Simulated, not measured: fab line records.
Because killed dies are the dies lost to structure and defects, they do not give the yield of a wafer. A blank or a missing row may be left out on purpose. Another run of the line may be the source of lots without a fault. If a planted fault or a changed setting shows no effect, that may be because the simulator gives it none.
Split-lot experiment :: flow n5-finfet :: 7 lots, 21 wafers read, on a route of 1938 steps

## SPLIT DETAILS
At N5_MOL_CONTACT_COAG_COAT_34 (resist thk 40 nm), the setting spin-rpm was moved away from the recipe's 1500 rpm on 5 of the 21 wafers read, by -7.5% to +10.9%. This setting was run at the recipe's value on the other wafers.

## FROM THE SPLIT TO THE READING: what the file shows between them, 4 steps
- N5_MOL_CONTACT_COAG_EBR_36
- N5_MOL_CONTACT_COAG_SOFTBAKE_35: time 60 s
- N5_MOL_CONTACT_COAG_EXPOSE_37: exposes mask VD, defocus 0 nm
- N5_MOL_CONTACT_COAG_PEB_38: peb time 60 s

## THE READING
CAR-EUV_of_MOL_CONTACT_COAG_COAT_34.thk-nm (the simulator's own value, which no gauge read), in nm, at N5_MOL_CONTACT_COAG_DEVELOP_39 (develop time 30 s). There is no usual value for it anywhere in the file. The 16 wafers here that ran the recipe average 39.5 nm, standard deviation 0.1 nm.

wafer: L075.1
tool, chamber at the split: litho-track-02, 0
spin-rpm as run, rpm: 1500
against the recipe: recipe
CAR-EUV_of_MOL_CONTACT_COAG_COAT_34.thk-nm, nm: 39.4
against lot-mates on the recipe: -

wafer: L075.2
tool, chamber at the split: litho-track-02, 0
spin-rpm as run, rpm: 1500
against the recipe: recipe
CAR-EUV_of_MOL_CONTACT_COAG_COAT_34.thk-nm, nm: 39.4
against lot-mates on the recipe: -

wafer: L075.3
tool, chamber at the split: litho-track-02, 0
spin-rpm as run, rpm: 1500
against the recipe: recipe
CAR-EUV_of_MOL_CONTACT_COAG_COAT_34.thk-nm, nm: 39.4
against lot-mates on the recipe: -

wafer: L076.3
tool, chamber at the split: litho-track-05, 0
spin-rpm as run, rpm: 1578
against the recipe: +5.2%
CAR-EUV_of_MOL_CONTACT_COAG_COAT_34.thk-nm, nm: 38.6
against lot-mates on the recipe: -1.0

wafer: L076.4
tool, chamber at the split: litho-track-05, 0
spin-rpm as run, rpm: 1500
against the recipe: recipe
CAR-EUV_of_MOL_CONTACT_COAG_COAT_34.thk-nm, nm: 39.6
against lot-mates on the recipe: -

wafer: L076.5
tool, chamber at the split: litho-track-05, 0
spin-rpm as run, rpm: 1500
against the recipe: recipe
CAR-EUV_of_MOL_CONTACT_COAG_COAT_34.thk-nm, nm: 39.6
against lot-mates on the recipe: -

wafer: L087.1
tool, chamber at the split: litho-track-03, 0
spin-rpm as run, rpm: 1663
against the recipe: +10.9%
CAR-EUV_of_MOL_CONTACT_COAG_COAT_34.thk-nm, nm: 37.8
against lot-mates on the recipe: -1.8

wafer: L087.5
tool, chamber at the split: litho-track-03, 0
spin-rpm as run, rpm: 1663
against the recipe: +10.9%
CAR-EUV_of_MOL_CONTACT_COAG_COAT_34.thk-nm, nm: 37.6
against lot-mates on the recipe: -2.0

wafer: L087.6
tool, chamber at the split: litho-track-03, 0
spin-rpm as run, rpm: 1500
against the recipe: recipe
CAR-EUV_of_MOL_CONTACT_COAG_COAT_34.thk-nm, nm: 39.6
against lot-mates on the recipe: -

wafer: L090.2
tool, chamber at the split: litho-track-03, 0
spin-rpm as run, rpm: 1388
against the recipe: -7.5%
CAR-EUV_of_MOL_CONTACT_COAG_COAT_34.thk-nm, nm: 41.2
against lot-mates on the recipe: +1.7

wafer: L090.5
tool, chamber at the split: litho-track-03, 0
spin-rpm as run, rpm: 1500
against the recipe: recipe
CAR-EUV_of_MOL_CONTACT_COAG_COAT_34.thk-nm, nm: 39.4
against lot-mates on the recipe: -

wafer: L090.6
tool, chamber at the split: litho-track-03, 0
spin-rpm as run, rpm: 1500
against the recipe: recipe
CAR-EUV_of_MOL_CONTACT_COAG_COAT_34.thk-nm, nm: 39.6
against lot-mates on the recipe: -

wafer: L092.2
tool, chamber at the split: litho-track-02, 0
spin-rpm as run, rpm: 1500
against the recipe: recipe
CAR-EUV_of_MOL_CONTACT_COAG_COAT_34.thk-nm, nm: 39.4
against lot-mates on the recipe: -

wafer: L092.6
tool, chamber at the split: litho-track-02, 0
spin-rpm as run, rpm: 1500
against the recipe: recipe
CAR-EUV_of_MOL_CONTACT_COAG_COAT_34.thk-nm, nm: 39.4
against lot-mates on the recipe: -

wafer: L092.3
tool, chamber at the split: litho-track-02, 0
spin-rpm as run, rpm: 1557
against the recipe: +3.8%
CAR-EUV_of_MOL_CONTACT_COAG_COAT_34.thk-nm, nm: 38.6
against lot-mates on the recipe: -0.8

wafer: L093.1
tool, chamber at the split: litho-track-02, 0
spin-rpm as run, rpm: 1500
against the recipe: recipe
CAR-EUV_of_MOL_CONTACT_COAG_COAT_34.thk-nm, nm: 39.6
against lot-mates on the recipe: -

wafer: L093.2
tool, chamber at the split: litho-track-02, 0
spin-rpm as run, rpm: 1500
against the recipe: recipe
CAR-EUV_of_MOL_CONTACT_COAG_COAT_34.thk-nm, nm: 39.6
against lot-mates on the recipe: -

wafer: L093.6
tool, chamber at the split: litho-track-02, 0
spin-rpm as run, rpm: 1500
against the recipe: recipe
CAR-EUV_of_MOL_CONTACT_COAG_COAT_34.thk-nm, nm: 39.6
against lot-mates on the recipe: -

wafer: L094.2
tool, chamber at the split: litho-track-05, 0
spin-rpm as run, rpm: 1500
against the recipe: recipe
CAR-EUV_of_MOL_CONTACT_COAG_COAT_34.thk-nm, nm: 39.6
against lot-mates on the recipe: -

wafer: L094.4
tool, chamber at the split: litho-track-05, 0
spin-rpm as run, rpm: 1500
against the recipe: recipe
CAR-EUV_of_MOL_CONTACT_COAG_COAT_34.thk-nm, nm: 39.4
against lot-mates on the recipe: -

wafer: L094.6
tool, chamber at the split: litho-track-05, 0
spin-rpm as run, rpm: 1500
against the recipe: recipe
CAR-EUV_of_MOL_CONTACT_COAG_COAT_34.thk-nm, nm: 39.4
against lot-mates on the recipe: -

FIT RESULTS
A straight line over all 21 wafers: CAR-EUV_of_MOL_CONTACT_COAG_COAT_34.thk-nm changes by -0.181 nm for each +1% of spin-rpm; r = -0.98; the points scatter about the line by 0.14 nm.
The same after taking each lot's own level away (the mean of its wafers on the recipe; 21 wafers): -0.188 nm for each +1%; r = -0.99; scatter 0.1 nm.
Per that fit: largest spin-rpm move, reading shift of 2 nm.
The lots' own levels span 39.40 to 39.60 nm, that is 2.0 times the standard deviation above.
The two slopes agree, so the slope changes little with the lot-to-lot level.
Check: -2.15 nm against its lot-mates is what the line predicts for one of the wafers moved furthest among these (+10.9%) when that wafer is left out of the fit. Against them it came out at -1.8 nm.

## THE OTHER SPLITS THESE WAFERS WENT THROUGH
Other splits were also applied to these wafers ahead of the reading. Each is held against what the fit with the lots' levels taken away leaves over:
other split on the same wafers: N5_SD_EPI_P_PEB_07 peb-time-s
wafers away from the commonest value: 10
r with CAR-EUV_of_MOL_CONTACT_COAG_COAT_34.thk-nm (lot level and that fit taken away): -0.02

other split on the same wafers: N5_SDB_ETCH_18 source-w
wafers away from the commonest value: 7
r with CAR-EUV_of_MOL_CONTACT_COAG_COAT_34.thk-nm (lot level and that fit taken away): -0.26

other split on the same wafers: N5_HKMG_FIN_ETCH_54 source-w
wafers away from the commonest value: 9
r with CAR-EUV_of_MOL_CONTACT_COAG_COAT_34.thk-nm (lot level and that fit taken away): +0.00

other split on the same wafers: N5_HKMG_FIN_ETCH_55 time-s
wafers away from the commonest value: 7
r with CAR-EUV_of_MOL_CONTACT_COAG_COAT_34.thk-nm (lot level and that fit taken away): -0.44

other split on the same wafers: N5_GATE_CUT_COAT_35 spin-rpm
wafers away from the commonest value: 4
r with CAR-EUV_of_MOL_CONTACT_COAG_COAT_34.thk-nm (lot level and that fit taken away): -0.01

other split on the same wafers: N5_MOL_CONTACT_COAG_ALD_27 time-s
wafers away from the commonest value: 7
r with CAR-EUV_of_MOL_CONTACT_COAG_COAT_34.thk-nm (lot level and that fit taken away): +0.12

## THE WHOLE CHAIN: every reading that the file lists as answering this split, in the file's order
step: N5_MOL_CONTACT_COAG_COAT_34
what it does: resist thk 40 nm
reading: CAR-EUV_of_MOL_CONTACT_COAG_COAT_34.thk-nm (the simulator's own value, which no gauge read)
change (the file's fit): -0.181 nm for each +1% of the setting
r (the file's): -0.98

step: N5_MOL_CONTACT_COAG_DEVELOP_39
what it does: develop time 30 s
reading: CAR-EUV_of_MOL_CONTACT_COAG_COAT_34.thk-nm (the simulator's own value, which no gauge read)
change (the file's fit): -0.193 nm for each +1% of the setting
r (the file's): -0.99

## THE FILE'S OWN FIT
CAR-EUV_of_MOL_CONTACT_COAG_COAT_34.thk-nm changes by -0.193 nm for each +1% of spin-rpm, r = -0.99.
